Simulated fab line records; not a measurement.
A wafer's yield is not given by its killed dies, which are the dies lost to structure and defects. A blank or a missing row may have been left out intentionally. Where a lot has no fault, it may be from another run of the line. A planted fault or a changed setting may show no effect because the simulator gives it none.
fab line records	flow nand_harc	part 2 of 2: steps 28 to 35 of 35
record lots=5	wafers=15	last_day=21
route steps=1159 shown A_STAIRCASE@734 A_SGD_CUT@747
lots with no fault: from the same line, run without faults
start_h: start of the lot's first displayed wafer, in hours after the record's first day	wait_h: how many hours have passed since the lot's step before this one	" as in the row above	L1.1+2: one row covering several wafers at once	- either no value or no given start	* or withheld: withheld	< > ~ a bound
route shown NAME@n: NAME is a module with steps in the file, n the number in the route of the first one	usual: mean and standard deviation over wafers with no fault	same: alike in all rows	chamber/n: place in a boat	sites: readings site by site	_std_site: the standard deviation of these	_edge_site: outer sites' mean less inner sites'	radius_mm: how far each site lies from the wafer's centre	mask NAME#n: copy n	behind: tool/chamber where the wafer was last shaped	hold: why the lot went on hold/how many hours it stayed there/how the hold came to an end	device: which transistor (n, p or np) failed to switch	end of line: the same wafers' tests at the end of the route	a step with no rows: only its recipe	killed: at the first sort, the dies lost to defects and structure; wafer yield is something else	map: dies across one wafer; x = killed, . = not, _ = none there
set.NAME: the run value of the setting; set.NAME@STEP: its run value at that earlier step	model.NAME: the simulator's own value behind a step, which no gauge read
lots at selected steps of the route; one table per step, one row per wafer
services: from which hour (start_h, from the record's first day; less than 0 if before it) a tool's chamber was out of use, for how many hours, and why
## steps
# step NHARC_A_SGD_CUT_ETCH_59
# recipe target_depth_a=2600	over_etch_frac=0.25	time_s=406.25	ion_energy_ev=200	n2_flow_sccm=150	h2_flow_sccm=150	ar_flow_sccm=0	rf_w=400	bias_w=150	chemistry=N2/H2
# usual drypump_motor_current_A=5.8/0.48	oes_product_au=1.006/0.0087	rf_vpp_V=429.8/2.9	showerhead_plenum_p_Torr=2.01/0.1	throttle_valve_pct=14.170/0.0086
# same time_s=406.25
lot.wafer	tool	chamber	start_h	wait_h	drypump_motor_current_A	oes_product_au	rf_hours_counter_h	rf_vpp_V	showerhead_plenum_p_Torr	throttle_valve_pct
L077.2	rie_diel-02	2	-	-	5.8	1.008	15	431.5	2.05	14.174
L077.3	"	3	"	"	5.7	1.002	15	434.1	2.14	14.175
L077.1	"	0	"	"	5.6	1.014	15	428.2	1.90	14.182
L078.3	rie_diel-12	0	-	-	6.7	1.010	14	428.1	1.92	14.175
L078.1	"	1	"	"	6.4	1.014	14	429.9	1.98	14.166
L078.5	"	0	"	"	6.7	1.019	-	426.8	1.92	14.158
L081.2	rie_diel-05	2	-	-	5.8	1.013	0	427.9	1.95	14.190
L081.3	"	0	"	"	5.5	0.993	0	432.6	2.16	14.176
L081.6	"	2	"	"	5.8	1.012	-	426.4	1.95	14.167
L082.4	rie_diel-05	0	-	-	5.5	1.007	0	435.1	2.16	14.177
L082.2	"	1	"	"	5.6	1.010	0	428.9	2.00	14.167
L082.3	"	2	"	"	5.8	1.001	1	428.1	1.95	14.181
L084.2	rie_diel-02	1	-	-	5.9	1.023	3	433.1	2.13	14.162
L084.3	"	3	"	"	5.7	1.005	3	433.5	2.13	14.161
L084.6	"	1	"	"	5.8	1.013	-	433.6	2.13	14.176
# step NHARC_A_SGD_CUT_ETCH_15
# recipe target_depth_a=750	time_s=64.3	ch3f_flow_sccm=50	o2_flow_sccm=30	ar_flow_sccm=200	rf_w=500	bias_w=100	chemistry=CH3F/O2
# usual ch3f_flow_sccm=49.99/0.13	drypump_motor_current_A=5.8/0.48	oes_product_au=0.969/0.015	rf_vpp_V=263.3/1.8	showerhead_plenum_p_Torr=2.42/0.11	throttle_valve_pct=20.662/0.009
# same time_s=64.3
lot.wafer	tool	chamber	start_h	wait_h	ch3f_flow_sccm	drypump_motor_current_A	oes_product_au	rf_hours_counter_h	rf_vpp_V	showerhead_plenum_p_Torr	throttle_valve_pct
L077.3	rie_diel-02	2	-	-	50.17	5.8	0.976	15	263.8	2.47	20.673
L077.1	"	3	"	"	50.13	5.7	0.971	15	265.7	2.57	20.658
L077.2	"	0	"	"	49.85	5.7	0.976	15	261.9	2.30	20.660
L078.3	rie_diel-12	1	-	-	49.85	6.4	0.982	14	263.4	2.39	20.656
L078.1	"	0	"	"	49.99	6.7	0.965	14	261.5	2.33	20.659
L078.5	"	2	"	"	49.99	4.8	0.986	-	265.5	2.56	20.669
L081.3	rie_diel-05	0	-	-	50.06	5.5	0.970	0	264.3	2.59	20.667
L081.2	"	1	"	"	49.98	5.6	0.985	0	263.1	2.42	20.653
L081.6	"	2	"	"	49.81	5.8	0.973	-	263.3	2.35	20.654
L082.2	rie_diel-05	3	-	-	49.98	6.4	0.971	1	260.9	2.30	20.669
L082.4	"	1	"	"	50.02	5.6	0.987	1	263.1	2.42	20.669
L082.3	"	2	"	"	50.00	5.8	0.979	1	261.0	2.35	20.649
L084.3	rie_diel-02	0	-	-	49.86	5.7	0.964	2	261.7	2.30	20.658
L084.2	"	2	"	"	50.06	5.9	0.964	3	264.4	2.47	20.663
L084.6	"	0	"	"	49.87	5.7	0.963	-	262.0	2.30	20.666
# step NHARC_A_SGD_CUT_ETCH_16
# recipe target_depth_a=3105	time_s=155.2	c4f8_flow_sccm=withheld	o2_flow_sccm=8	ar_flow_sccm=withheld	rf_w=600	bias_w=800	chemistry=C4F8/O2/Ar
# usual oes_product_au=0.980/0.013	rf_vpp_V=722/4.7
# same time_s=155.2
lot.wafer	tool	chamber	start_h	wait_h	oes_product_au	rf_hours_counter_h	rf_vpp_V
L077.3	rie_diel-02	3	-	-	0.974	15	730
L077.1	"	0	"	"	0.969	15	716
L077.2	"	1	"	"	0.977	14	727
L078.3	rie_diel-12	3	-	-	0.974	14	718
L078.1	"	1	"	"	1.002	14	720
L078.5	"	3	"	"	0.981	-	717
L081.2	rie_diel-05	3	-	-	0.977	0	717
L081.3	"	1	"	"	1.004	0	722
L081.6	"	3	"	"	0.974	-	716
L082.2	rie_diel-05	1	-	-	0.996	1	722
L082.4	"	2	"	"	0.983	1	720
L082.3	"	0	"	"	0.993	1	728
L084.3	rie_diel-02	3	-	-	0.997	3	727
L084.2	"	1	"	"	0.997	3	726
L084.6	"	2	"	"	0.967	-	724
# step NHARC_A_SGD_CUT_STRIP_60
# recipe c4f8_flow_sccm=withheld	o2_flow_sccm=8	ar_flow_sccm=withheld	bias_w=0	chemistry=C4F8/O2/Ar
lot.wafer	tool	chamber	start_h	wait_h
L077.1+2+3	rie_diel-02	2,3,0	-	-
L078.3+1+5	rie_diel-12	0,2,1	-	-
L081.3+2+6	rie_diel-05	2,0,2	-	-
L082.3+4+2	rie_diel-05	2,3,0	-	-
L084.3+2+6	rie_diel-02	2,0,2	-	-
# step NHARC_A_SGD_CUT_STRIP_17
# recipe o2_flow_sccm=500	ar_flow_sccm=0	bias_w=0	chemistry=O2
# usual drypump_motor_current_A=5.8/0.46	oes_product_au=1.005/0.009	rf_vpp_V=57.6/0.83	showerhead_plenum_p_Torr=3.49/0.15	throttle_valve_pct=17.035/0.0089
lot.wafer	tool	chamber	start_h	wait_h	drypump_motor_current_A	oes_product_au	rf_hours_counter_h	rf_vpp_V	showerhead_plenum_p_Torr	throttle_valve_pct
L077.2	rie_diel-02	0	-	-	5.7	1.000	15	56.6	3.31	17.034
L077.3	"	1	"	"	5.9	0.989	14	58.2	3.67	17.034
L077.1	"	2	"	"	5.8	0.988	15	58.4	3.55	17.040
L078.1	rie_diel-12	3	-	-	5.4	1.002	14	57.3	3.32	17.037
L078.3	"	1	"	"	6.4	1.020	14	58.8	3.44	17.050
L078.5	"	3	"	"	5.4	1.012	-	55.8	3.32	17.023
L081.3	rie_diel-05	0	-	-	5.5	1.008	0	58.9	3.71	17.045
L081.2	"	3	"	"	6.4	1.005	0	57.8	3.31	17.036
L081.6	"	1	"	"	5.6	1.013	-	56.4	3.47	17.036
L082.3	rie_diel-05	0	-	-	5.5	1.003	1	58.4	3.71	17.032
L082.4	"	2	"	"	5.8	1.013	1	56.8	3.38	17.028
L082.2	"	3	"	"	6.4	0.999	1	56.6	3.31	17.043
L084.3	rie_diel-02	2	-	-	5.8	0.989	3	59.6	3.55	17.041
L084.2	"	3	"	"	5.7	0.986	3	59.2	3.68	17.026
L084.6	"	3	"	"	5.7	1.000	-	58.6	3.68	17.027
# step NHARC_A_SGD_CUT_PRECLEAN_18
# recipe time_s=*	temp_c=50	bath_age_min=0	chemistry=SC1
# usual sc1_h2o2_end_mol_l=0.3699/0.00069
# same time_s=*
lot.wafer	tool	chamber	start_h	wait_h	sc1_h2o2_end_mol_l
L077.2	wet_bench-03	5	321.89	-	0.3708
L077.1	"	1	"	"	0.3696
L077.3	"	2	"	"	0.3698
L078.5	wet_bench-05	6	330.09	-	0.3703
L078.3	"	1	"	"	0.3696
L078.1	"	2	"	"	0.3685
L081.2	wet_bench-03	6	351.83	-	0.3706
L081.6	"	1	"	"	0.3695
L081.3	"	3	"	"	0.3694
L082.4	wet_bench-05	3	355.68	-	0.3708
L082.3	"	4	"	"	0.3695
L082.2	"	0	"	"	0.3687
L084.6	wet_bench-05	5	370.30	-	0.3700
L084.2	"	0	"	"	0.3693
L084.3	"	1	"	"	0.3710
# step NHARC_A_SGD_CUT_SRD_19
lot.wafer	tool	chamber	start_h	wait_h
L077.2+1+3	wet_bench-03	5,1,2	-	-
L078.5+3+1	wet_bench-05	6,1,2	-	-
L081.2+6+3	wet_bench-03	6,1,3	-	-
L082.4+3+2	wet_bench-05	3,4,0	355.75	0.1
L084.6+2+3	wet_bench-05	5,0,1	370.44	0.1
# step NHARC_A_SGD_CUT_DEP_20
# recipe target_thk_a=1500	temp_c=65	material=SiO2
lot.wafer	tool	chamber	start_h	wait_h
L077.1+2+3	fcvd-01	0,1,1	322.04	-
L078.1+3+5	fcvd-01	0,1,0	330.26	-
L081.2+3+6	fcvd-02	1	352.02	-
L082.2+4+3	fcvd-01	1,0,1	355.89	0.1
L084.2+3+6	fcvd-01	0,1,0	370.59	0.1
## services
tool	chamber	start_h	hours	kind
cmp-02	-	294.83	0.6	repair
rie_diel-02	0	296.70	3.3	repair
cmp-03	-	297.63	3.4	repair
wet_bench-06	-	305.60	8.0	pm
rie_diel-02	-	307.60	0.6	repair
rie_diel-07	1	310.76	2.2	repair
rie_diel-05	-	312.12	0.9	repair
rie_diel-05	1	315.11	4.8	repair
litho_track-04	-	316.00	7.0	pm
wet_bench-03	-	322.40	8.0	pm
fcvd-01	-	323.95	0.8	repair
cmp-02	-	324.50	4.0	pm
cmp-03	-	326.98	4.0	pm
rie_diel-02	-	327.70	9.0	pm
pecvd-02	-	330.81	2.6	repair
cmp-03	-	332.74	4.5	repair
pecvd-02	-	334.15	13.0	pm
rie_diel-07	2	340.48	15.5	repair
rie_diel-05	-	340.60	9.0	pm
rie_diel-02	0	342.03	2.9	repair
wet_bench-02	-	356.00	8.0	pm
cmp-02	-	359.44	0.9	repair
rie_diel-09	3	360.57	16.6	repair
rie_diel-07	0	369.47	11.3	repair
